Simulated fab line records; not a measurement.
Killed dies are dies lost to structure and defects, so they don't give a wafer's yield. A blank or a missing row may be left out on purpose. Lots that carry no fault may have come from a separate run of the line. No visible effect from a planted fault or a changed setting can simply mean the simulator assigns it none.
Chamber matching | flow n5 finfet | N5_BEOL_M3_DEP_57 on pecvd-03 has 3 sister chambers
The step deposits SiCN from 3MS/NH3, target thk 8 nm, time 14 s. 3 wafers are shown with their chamber, then 7 later ones without.

EACH WAFER AND ITS CHAMBER
wafer  | chamber | throttle valve pct (%)
L085.2 | 2       | 8.9
L087.1 | 0       | 9.6
L087.2 | 1       | 10.2

WAFERS WITHOUT THEIR CHAMBER
wafer  | throttle valve pct (%)
L087.6 | 10.3
L088.1 | 9.4
L088.4 | 9.7
L088.6 | 8.8
L090.3 | 8.9
L090.4 | 10.2
L090.5 | 9.8

WHICH CHAMBER EACH ONE RAN IN
wafer  | from the rows above     | in truth
L087.6 | 1                       | 1
L088.1 | 0                       | 0
L088.4 | 0                       | 0
L088.6 | 2                       | 2
L090.3 | 2                       | 2
L090.4 | 1                       | 1
L090.5 | can't be placed: 0 or 1 | 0
Placed correctly: 6 of 7. Can't be placed from these rows: 1 (the true chamber is among the candidates in 1). Number placed wrongly: 0.
How it was worked out, from the rows above alone: a wafer's distance from a chamber is the root of the sum, over the readings, of the square of ((its reading less the chamber's mean) divided by the reading's scatter). The wafer belongs to the nearest chamber; if the next one is less than 2 further off, it can't be placed. The mean given for a chamber averages the wafers shown for that chamber. The scatter: root of mean squared gap, hidden wafer to nearest shown wafer, with one shown wafer a chamber.
